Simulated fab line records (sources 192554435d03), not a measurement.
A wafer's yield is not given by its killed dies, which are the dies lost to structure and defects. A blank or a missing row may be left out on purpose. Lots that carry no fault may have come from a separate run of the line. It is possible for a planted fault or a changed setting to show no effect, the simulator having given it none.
fab line records	flow n5Finfet
record: lots: 7	wafers: 21
route steps=1938 shown BEOL_M8@1350 BEOL_M10@1495 BEOL_M12@1616 BEOL_M14@1743
startH: the number of hours between the record's first day and the start of the first shown wafer of the lot	waitH: hours from the lot's prior step to this one	" identical to the entry in the row above	L1.1+2: a single row standing in for several wafers	- value missing, or start not given	* or withheld: withheld	< > ~ a bound
route shown NAME@n: NAME is a module with steps in the file, n the number in the route of the first one	usual: the fault-free wafers' mean and standard deviation	same: alike in all rows	chamber/n: place in a boat	sites: per-site readings	_std_site: standard deviation of those values	_edge_site: mean of outer sites minus mean of inner sites	radiusMm: for every site, how far away it sits from the centre of the wafer	mask NAME#n: copy n	behind: the tool/chamber that last shaped the wafer	hold: cause of the lot's hold/its duration in hours/its outcome	device: which transistor (n, p or np) failed to switch	end of line: the same wafers' tests at the end of the route	a step given without rows: its recipe and nothing more	killed: count of dies lost to structure and defects at first sort (not the wafer's yield)	map: a wafer's dies, marking killed ones x, the rest . and places with no die _
set.NAME: setting as actually run; set.NAME@STEP: the setting as run at that earlier step	model.NAME: the simulator's own value behind a step, which no gauge read
lots whose settings were changed on purpose; a table a step, a row a wafer
== steps ==
step: N5_BEOL_M8_ETCH_62
recipe: chemistry: N2/H2	target: SOC	targetDepthA: 1100	overetchA: 220	maskMaterial: SiARC	tempC: 40	timeS: 165	ionEnergyEv: 200	pressureMtorr: 30	sourceW: 840	biasW: 150	n2FlowSccm: 200	h2FlowSccm: 200
lot.wafer	tool	chamber	startH	waitH	set.timeS	set.doseMj@BEOL_M8_EXPOSE_08	model.BEOL_M8.cdOffsetNm	model.SiARC_of_BEOL_M8_COAT_60.thkNm
L076.4	rieDiel-06	3	213.38	0.0	165	71.07	2	28.4
L076.5	"	3	"	"	165	71.07	2.8	28.4
L076.6	"	0	"	"	165	68.25	0.4	28.4
L075.2	rieDiel-06	2	218.28	0.0	165	68.25	0.2	28.2
L075.5	"	1	"	"	165	68.25	0.2	28
L075.6	"	2	"	"	165	68.25	-0.2	28.2
L081.2	rieDiel-06	2	251.25	0.0	197.3	68.25	-0.2	27
L081.3	"	1	"	"	165	73.05	3.8	28.2
L081.4	"	3	"	"	197.3	73.05	4	27.2
L083.4	rieDiel-02	3	254.95	0.1	165	65.82	-1	28.2
L083.5	"	0	"	"	165	65.82	-1.6	28.8
L083.6	"	1	"	"	192.2	68.25	-0.2	27.2
L082.1	rieDiel-03	3	261.87	0.0	165	68.25	0.4	28.6
L082.3	"	0	"	"	174.6	68.25	0.6	28.2
L082.5	"	3	"	"	174.6	68.25	-0.2	28.2
L097.2	rieDiel-06	2	342.25	0.0	165	72.1	3	28.2
L097.3	"	1	"	"	147.4	72.1	2.8	28.6
L097.5	"	0	"	"	147.4	68.25	0.4	29
L096.2	rieDiel-02	1	342.49	0.0	165	68.25	-0.2	28
L096.3	"	0	"	"	165	70.33	1.8	28.4
L096.4	"	2	"	"	165	70.33	1.4	28
step: N5_BEOL_M8_STRIP_68
recipe: chemistry: N2/H2	tempC: 40	n2FlowSccm: 200	h2FlowSccm: 200	rfFrequencyHz: 6e+07
step: N5_BEOL_M8_STRIP_67
recipe: chemistry: CF4	resist: SiARC	powerW: 300	biasPowerW: 75	pressureMtorr: 50	cf4FlowSccm: 150	rfFrequencyHz: 6e+07
step: N5_BEOL_M8_HM_OPEN_17
recipe: chemistry: Cl2/BCl3	targetDepthA: 200	overetchA: 60	target: TiN	maskMaterial: SOC	ionEnergyEv: 150	pressureMtorr: 10	icpW: 1000	biasW: 126	Cl2_flow_sccm: 53.25	bcl3FlowSccm: 21.75	Ar_flow_sccm: 25
lot.wafer	tool	chamber	startH	waitH	set.doseMj@BEOL_M8_EXPOSE_08	set.timeS@BEOL_M8_ETCH_62	model.BEOL_M8.cdOffsetNm	model.etch.depthNm
L076.4	rieMetal-01	1	213.59	0.1	71.07	165	2	19.16
L076.5	"	0	"	"	71.07	165	2.8	19.38
L076.6	"	1	"	"	68.25	165	0.4	19.47
L075.2	rieMetal-03	0	218.47	0.0	68.25	165	0.2	19.78
L075.5	"	0	"	"	68.25	165	0.4	19.79
L075.6	"	1	"	"	68.25	165	0	19.94
L081.2	rieMetal-02	0	251.44	0.0	68.25	197.3	-0.4	17.13
L081.3	"	0	"	"	73.05	165	3.8	20.17
L081.4	"	1	"	"	73.05	197.3	4	16.9
L083.4	rieMetal-03	0	255.11	0.1	65.82	165	-1	19.71
L083.5	"	1	"	"	65.82	165	-1.4	19.73
L083.6	"	0	"	"	68.25	192.2	0	17.26
L082.1	rieMetal-02	0	262.05	0.0	68.25	165	0.2	20.35
L082.3	"	1	"	"	68.25	174.6	0.6	19.52
L082.5	"	0	"	"	68.25	174.6	-0.4	19.41
L097.2	rieMetal-03	1	342.44	0.0	72.1	165	3	19.68
L097.3	"	0	"	"	72.1	147.4	3	19.86
L097.5	"	1	"	"	68.25	147.4	0.2	19.6
L096.2	rieMetal-03	0	342.68	0.0	68.25	165	-0.2	19.6
L096.3	"	0	"	"	70.33	165	1.8	19.6
L096.4	"	1	"	"	70.33	165	1.4	19.8
step: N5_BEOL_M8_STRIP_19
recipe: chemistry: O2	powerW: 400	tempC: 40	pressureMtorr: 30	rfFrequencyHz: 6e+07	biasPowerW: 0	overashFraction: 0.2	o2FlowSccm: 225
step: N5_BEOL_M8_CD_MEAS_18
recipe: pitchNm: 80	targetCdNm: 40
usual: cdNm: 40.3/0.59
lot.wafer	tool	chamber	startH	waitH	set.doseMj@BEOL_M8_EXPOSE_08	cdNm
L076.4	cdSem-02	-	213.75	0.1	71.07	42.0
L076.5	"	-	"	"	71.07	42.9
L076.6	"	-	"	"	68.25	40.4
L075.2	cdSem-02	-	218.65	0.1	68.25	40.4
L075.5	"	-	"	"	68.25	40.6
L075.6	"	-	"	"	68.25	39.9
L081.2	cdSem-03	-	251.88	0.1	68.25	39.6
L081.3	"	-	"	"	73.05	43.9
L081.4	"	-	"	"	73.05	44.1
L083.4	cdSem-03	-	255.29	0.1	65.82	39.2
L083.5	"	-	"	"	65.82	38.4
L083.6	"	-	"	"	68.25	40.2
L082.1	cdSem-03	-	262.25	0.1	68.25	39.7
L082.3	"	-	"	"	68.25	40.6
L082.5	"	-	"	"	68.25	39.8
L097.2	cdSem-01	-	342.67	0.1	72.1	43.0
L097.3	"	-	"	"	72.1	42.8
L097.5	"	-	"	"	68.25	40.9
L096.2	cdSem-03	-	342.87	0.1	68.25	39.7
L096.3	"	-	"	"	70.33	42.0
L096.4	"	-	"	"	70.33	41.5
step: N5_BEOL_M8_COAT_63
recipe: resist: SOC	tempC: 250	timeS: 60	spinRpm: 1500	resistThkNm: 60
step: N5_BEOL_M8_COAT_64
recipe: resist: SiARC	tempC: 220	timeS: 60	spinRpm: 1500	resistThkNm: 12
step: N5_BEOL_M8_PRECLEAN_42
recipe: chemistry: residueRemover	timeS: 60	tempC: 40
step: N5_BEOL_M8_SRD_43
recipe: timeS: 30	tempC: 23	rinseLiquid: diw	dry: ipaMarangoni
step: N5_BEOL_M8_CD_MEAS_35
recipe: targetCdNm: 40	polarity: opening
usual: cdNm: 40.2/0.59
lot.wafer	tool	chamber	startH	waitH	set.doseMj@BEOL_M8_EXPOSE_08	cdNm
L076.4	cdSem-02	-	214.89	0.0	71.07	41.8
L076.5	"	-	"	"	71.07	43.1
L076.6	"	-	"	"	68.25	40.3
L075.2	cdSem-03	-	219.96	0.0	68.25	40.2
L075.5	"	-	"	"	68.25	40.5
L075.6	"	-	"	"	68.25	39.8
L081.2	cdSem-02	-	253.94	0.0	68.25	39.7
L081.3	"	-	"	"	73.05	43.6
L081.4	"	-	"	"	73.05	44.2
L083.4	cdSem-03	-	258.85	0.0	65.82	39.2
L083.5	"	-	"	"	65.82	38.3
L083.6	"	-	"	"	68.25	40.1
L082.1	cdSem-01	-	263.84	0.0	68.25	39.7
L082.3	"	-	"	"	68.25	41.0
L082.5	"	-	"	"	68.25	39.8
L096.2	cdSem-01	-	344.95	0.0	68.25	39.9
L096.3	"	-	"	"	70.33	41.9
L096.4	"	-	"	"	70.33	41.4
L097.2	cdSem-03	-	345.02	0.0	72.1	42.7
L097.3	"	-	"	"	72.1	43.1
L097.5	"	-	"	"	68.25	39.9
step: N5_BEOL_M10_COAT_64
recipe: resist: SiARC	tempC: 220	timeS: 60	spinRpm: 1500	resistThkNm: 30
lot.wafer	tool	chamber	startH	waitH	set.spinRpm	model.SiARC_of_BEOL_M10_COAT_64.thkNm
L076.4	lithoTrack-04	0	-	-	1385	31
L076.5	"	0	"	"	1385	31.2
L076.6	"	0	"	"	1500	29.8
L075.2	lithoTrack-04	0	-	-	1500	30.2
L075.5+6	"	0	"	"	1500	30
L081.2+3	lithoTrack-05	0	-	-	1500	30
L081.4	"	0	"	"	1389	31.2
L083.4+6	lithoTrack-01	0	-	-	1500	30.2
L083.5	"	0	"	"	1500	30
L082.1	lithoTrack-04	0	-	-	1358	31.6
L082.3+5	"	0	"	"	1500	30
L097.2	lithoTrack-04	0	-	-	1382	31
L097.3	"	0	"	"	1500	30
L097.5	"	0	"	"	1500	29.8
L096.2	lithoTrack-05	0	-	-	1435	30.8
L096.3+4	"	0	"	"	1500	30.2
step: N5_BEOL_M10_EXPOSE_25
recipe: maskId: V9	na: 1.35	sourceShape: annular	sigmaInner: 0.5	sigmaOuter: 0.8	polarization: unpolarized	doseMj: 85.5
lot.wafer	tool	chamber	startH	waitH	mask	set.doseMj
L076.4+6	arfiScanner-02	0	229.17	-	V9#0	81.18
L076.5	"	0	"	"	V9#0	85.5
L075.2+5+6	arfiScanner-02	0	232.67	-	V9#0	85.5
L081.2+3+4	arfiScanner-03	0	270.04	-	V9#0	85.5
L083.4	arfiScanner-01	0	276.76	-	V9#0	79.85
L083.5+6	"	0	"	"	V9#0	85.5
L082.1+3	arfiScanner-03	0	276.91	-	V9#0	85.5
L082.5	"	0	"	"	V9#0	79.67
L097.2	arfiScanner-01	0	359.39	-	V9#0	87.13
L097.3+5	"	0	"	"	V9#0	85.5
L096.2	arfiScanner-03	0	359.56	-	V9#0	85.5
L096.3+4	"	0	"	"	V9#0	79.54
step: N5_BEOL_M10_PEB_26
recipe: pebTempC: withheld	pebTimeS: 60	resist: CAR-ArF
step: N5_BEOL_M10_DEVELOP_27
recipe: developTimeS: 30	developer: TMAH	resist: CAR-ArF	rinseLiquid: diw	dry: airSpin	devTempC: 23
step: N5_BEOL_M10_CD_MEAS_28
recipe: targetCdNm: 70	landingEnergyEv: 500	detector: seInlens	polarity: opening
usual: cdNm: 69.9/0.91
lot.wafer	tool	chamber	startH	waitH	set.doseMj@BEOL_M10_EXPOSE_25	cdNm
L076.4	cdSem-02	0	229.28	-	81.18	66.9
L076.5	"	0	"	"	85.5	70.1
L076.6	"	0	"	"	81.18	67.2
L075.2	cdSem-03	0	232.79	-	85.5	70.1
L075.5	"	0	"	"	85.5	70.7
L075.6	"	0	"	"	85.5	69.9
L081.2	cdSem-03	0	270.17	-	85.5	68.9
L081.3	"	0	"	"	85.5	70.3
L081.4	"	0	"	"	85.5	70.1
L083.4	cdSem-01	0	276.87	-	79.85	63.3
L083.5	"	0	"	"	85.5	70.1
L083.6	"	0	"	"	85.5	69.0
L082.1	cdSem-01	0	277.04	-	85.5	71.8
L082.3	"	0	"	"	85.5	70.4
L082.5	"	0	"	"	79.67	64.4
L097.2	cdSem-01	0	359.52	-	87.13	71.4
L097.3	"	0	"	"	85.5	70.1
L097.5	"	0	"	"	85.5	68.9
L096.2	cdSem-01	0	359.69	-	85.5	71.3
L096.3	"	0	"	"	79.54	64.9
L096.4	"	0	"	"	79.54	64.5
step: N5_BEOL_M10_DESCUM_33
recipe: chemistry: O2	timeS: 7.9	sourcePowerW: 50	biasPowerW: 20	pressureMtorr: 20	rfFrequencyHz: 2.712e+07	tempC: 40	resist: CAR-ArF	o2FlowSccm: 225
step: N5_BEOL_M10_ETCH_65
recipe: chemistry: CF4	target: SiARC	targetDepthA: 390	maskMaterial: CAR-ArF	timeS: 65	ionEnergyEv: 80	pressureMtorr: 40	sourceW: 545	biasW: 36	Ar_flow_sccm: 100	cf4FlowSccm: 100	ends: cleared
lot.wafer	tool	chamber	startH	waitH	set.spinRpm@BEOL_M10_COAT_64	model.etch.depthNm	model.CAR-ArF_of_BEOL_M10_COAT_22.thkNm
L076.4	rieDiel-03	1	229.42	0.0	1385	31.08	54
L076.5	"	0	"	"	1385	31.19	54.4
L076.6	"	2	"	"	1500	29.89	55.6
L075.2	rieDiel-06	1	232.95	0.0	1500	30.12	55.4
L075.5	"	1	"	"	1500	30.04	55.4
L075.6	"	2	"	"	1500	30.08	55.4
L081.2	rieDiel-03	1	270.29	0.0	1500	29.93	55.6
L081.3	"	0	"	"	1500	29.95	55.8
L081.4	"	1	"	"	1389	31.2	54.4
L083.4	rieDiel-02	0	276.99	0.0	1500	30.13	55.6
L083.5	"	3	"	"	1500	30.08	55.2
L083.6	"	2	"	"	1500	30.11	55.2
L082.1	rieDiel-03	3	277.16	0.0	1358	31.53	53.6
L082.3	"	1	"	"	1500	30.03	55.2
L082.5	"	3	"	"	1500	29.99	55.4
L097.2	rieDiel-06	1	359.96	0.0	1382	31.08	54.8
L097.3	"	2	"	"	1500	29.99	55.2
L097.5	"	2	"	"	1500	29.9	55.4
L096.2	rieDiel-02	2	360.19	0.0	1435	30.8	55
L096.3	"	1	"	"	1500	30.16	55.4
L096.4	"	0	"	"	1500	30.13	55.6
step: N5_BEOL_M10_ETCH_66
recipe: chemistry: N2/H2	target: SOC	targetDepthA: 1200	overetchA: 240	maskMaterial: SiARC	tempC: 40	timeS: 180	ionEnergyEv: 200	pressureMtorr: 30	sourceW: 840	biasW: 150	n2FlowSccm: 200	h2FlowSccm: 200
lot.wafer	tool	chamber	startH	waitH	set.spinRpm@BEOL_M10_COAT_64	model.SiARC_of_BEOL_M10_COAT_64.thkNm
L076.4	rieDiel-03	1	229.51	0.1	1385	24
L076.5	"	0	"	"	1385	23.8
L076.6	"	2	"	"	1500	22.8
L075.2+5	rieDiel-06	1	233.00	0.0	1500	22.6
L075.6	"	2	"	"	1500	22.8
L081.2+3	rieDiel-03	1,0	270.34	0.0	1500	22.6
L081.4	"	1	"	"	1389	24
L083.4	rieDiel-02	0	277.04	0.0	1500	23.4
L083.5	"	3	"	"	1500	22.8
L083.6	"	2	"	"	1500	22.6
L082.1	rieDiel-03	3	277.21	0.0	1358	24.4
L082.3+5	"	1,3	"	"	1500	22.8
L097.2	rieDiel-06	1	360.01	0.0	1382	23.4
L097.3	"	2	"	"	1500	22.8
L097.5	"	2	"	"	1500	22.6
L096.2	rieDiel-02	2	360.24	0.0	1435	23.2
L096.3	"	1	"	"	1500	22.6
L096.4	"	0	"	"	1500	23
step: N5_BEOL_M12_ETCH_59
recipe: chemistry: N2/H2	target: BARC	targetDepthA: 890	overetchA: 267	timeS: 67.9	ionEnergyEv: 200	pressureMtorr: 30	sourceW: 840	biasW: 150	n2FlowSccm: 200	h2FlowSccm: 200
usual: rfVppV: 524.0/2.8
lot.wafer	tool	chamber	startH	waitH	set.biasW	rfVppV
L076.4	rieDiel-02	0	240.90	0.0	126.5	469.4
L076.5	"	2	"	"	126.5	470.2
L076.6	"	1	"	"	150	526.8
L075.2	rieDiel-03	0	248.60	0.0	150	521.1
L075.5	"	1	"	"	150	525.8
L075.6	"	0	"	"	150	520.4
L081.2	rieDiel-06	3	280.67	0.0	141.5	501.3
L081.3	"	0	"	"	141.5	506.9
L081.4	"	1	"	"	141.5	504.3
L083.4	rieDiel-06	0	286.96	0.0	150	526.8
L083.5	"	2	"	"	170.3	571.8
L083.6	"	1	"	"	150	522.3
L082.1	rieDiel-06	3	287.96	0.0	170.2	562.4
L082.3	"	1	"	"	170.2	566.2
L082.5	"	0	"	"	170.2	568.2
L097.2	rieDiel-02	1	370.50	0.0	150	527.3
L097.3	"	2	"	"	150	521.7
L097.5	"	2	"	"	131.6	481.8
L096.2	rieDiel-06	1	372.79	0.0	150	521.9
L096.3	"	2	"	"	150	528.1
L096.4	"	3	"	"	150	520.4
step: N5_BEOL_M12_ETCH_68
recipe: chemistry: N2/H2	target: SOC	maskMaterial: SiARC	sourceW: 3000	biasW: 350	tempC: 40	timeS: 285	ionEnergyEv: 200	pressureMtorr: 30	n2FlowSccm: 200	h2FlowSccm: 200
lot.wafer	tool	chamber	startH	waitH	set.timeS	model.SiARC_of_BEOL_M12_COAT_66.thkNm
L076.4+5	rieDiel-03	3,2	242.08	0.1	342.2	81.2
L076.6	"	1	"	"	285	86
L075.2+5	rieDiel-03	0	249.65	0.1	285	85.4
L075.6	"	3	"	"	285	86.2
L081.2	rieDiel-06	0	282.09	0.1	285	86.4
L081.3	"	3	"	"	285	85.6
L081.4	"	0	"	"	238	90.2
L083.4+6	rieDiel-03	1,0	288.31	0.1	285	86.2
L083.5	"	3	"	"	285	86.6
L082.1+5	rieDiel-06	0,1	289.01	0.1	241.7	89.6
L082.3	"	2	"	"	285	85.4
L097.2	rieDiel-06	2	372.45	0.1	285	85.2
L097.3	"	1	"	"	225.7	90
L097.5	"	2	"	"	285	85.4
L096.2	rieDiel-02	1	373.98	0.1	285	85.4
L096.3	"	2	"	"	285	85.6
L096.4	"	0	"	"	225.5	90.8
step: N5_BEOL_M12_SPUTTER_44
recipe: material: Ta	targetThkA: 100	tempC: 50	biasV: 80	powerW: 15000	chamberPressurePa: 0.07	timeS: 16.13
lot.wafer	tool	chamber	startH	waitH	set.timeS	model.Ta_of_BEOL_M12_SPUTTER_44.thkNm
L076.4+5	pvdSputter-01	-	243.43	0.0	16.13	10
L076.6	"	-	"	"	18.24	11.4
L075.2+6	pvdSputter-01	-	251.21	0.0	16.13	10.2
L075.5	"	-	"	"	16.13	10.4
L081.2+4	pvdSputter-02	-	285.13	0.0	16.13	10
L081.3	"	-	"	"	14.26	9
L083.4+5	pvdSputter-03	-	293.51	0.0	16.13	10
L083.6	"	-	"	"	17.92	11
L082.1	pvdSputter-03	-	293.83	0.0	16.8	10.2
L082.3	"	-	"	"	16.8	10.4
L082.5	"	-	"	"	16.13	9.8
L097.2+3	pvdSputter-01	-	373.92	0.0	14.67	8.8
L097.5	"	-	"	"	14.67	9
L096.2	pvdSputter-01	-	375.08	0.0	15.48	9.2
L096.3	"	-	"	"	15.48	9.4
L096.4	"	-	"	"	16.13	9.8
step: N5_BEOL_M14_PEB_26
recipe: pebTempC: 130	pebTimeS: 90
lot.wafer	tool	chamber	startH	waitH	set.pebTempC
L076.4+6	lithoTrack-04	0	251.02	0.0	128.2
L076.5	"	0	"	"	130
L075.2+5+6	lithoTrack-03	0	258.62	0.0	130
L081.2	lithoTrack-04	0	295.32	0.0	130
L081.3+4	"	0	"	"	126.9
L083.4+5+6	lithoTrack-02	0	300.23	0.0	132.5
L082.1+3+5	lithoTrack-02	0	301.35	0.1	130
L096.2+4	lithoTrack-04	0	383.63	0.0	130
L096.3	"	0	"	"	132.6
L097.2+3	lithoTrack-04	0	384.70	0.0	133.3
L097.5	"	0	"	"	130
== key ==
split: step: N5_BEOL_M8_ETCH_62	setting: timeS	stated: 165	by: wafer
response: step: N5_BEOL_M8_ETCH_62	reading: model.SiARC_of_BEOL_M8_COAT_60.thkNm	change: -0.0644	per: 1%	r: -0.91
response: step: N5_BEOL_M8_HM_OPEN_17	reading: model.etch.depthNm	change: -0.135	per: 1%	r: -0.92
split: step: N5_BEOL_M10_COAT_64	setting: spinRpm	stated: 1500	by: wafer
response: step: N5_BEOL_M10_COAT_64	reading: model.SiARC_of_BEOL_M10_COAT_64.thkNm	change: -0.159	per: 1%	r: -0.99
response: step: N5_BEOL_M10_ETCH_65	reading: model.etch.depthNm	change: -0.159	per: 1%	r: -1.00
response: step: N5_BEOL_M10_ETCH_65	reading: model.CAR-ArF_of_BEOL_M10_COAT_22.thkNm	change: +0.15	per: 1%	r: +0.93
response: step: N5_BEOL_M10_ETCH_66	reading: model.SiARC_of_BEOL_M10_COAT_64.thkNm	change: -0.145	per: 1%	r: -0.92
split: step: N5_BEOL_M10_EXPOSE_25	setting: doseMj	stated: 85.5	by: wafer
response: step: N5_BEOL_M10_CD_MEAS_28	reading: cdNm	change: +0.906	per: 1%	r: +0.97
split: step: N5_BEOL_M12_ETCH_59	setting: biasW	stated: 150	by: wafer
response: step: N5_BEOL_M12_ETCH_59	reading: rfVppV	change: +3.55	per: 1%	r: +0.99
split: step: N5_BEOL_M12_ETCH_68	setting: timeS	stated: 285	by: wafer
response: step: N5_BEOL_M12_ETCH_68	reading: model.SiARC_of_BEOL_M12_COAT_66.thkNm	change: -0.247	per: 1%	r: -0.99
split: step: N5_BEOL_M12_SPUTTER_44	setting: timeS	stated: 16.13	by: wafer
response: step: N5_BEOL_M12_SPUTTER_44	reading: model.Ta_of_BEOL_M12_SPUTTER_44.thkNm	change: +0.0976	per: 1%	r: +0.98
split: step: N5_BEOL_M14_PEB_26	setting: pebTempC	stated: 130	by: wafer
response none in this file
split outsideThisFile step=N5_BEOL_M8_EXPOSE_08 setting=doseMj
split outsideThisFile: this setting was split too, and the file shows its column; the key of that split is in another file
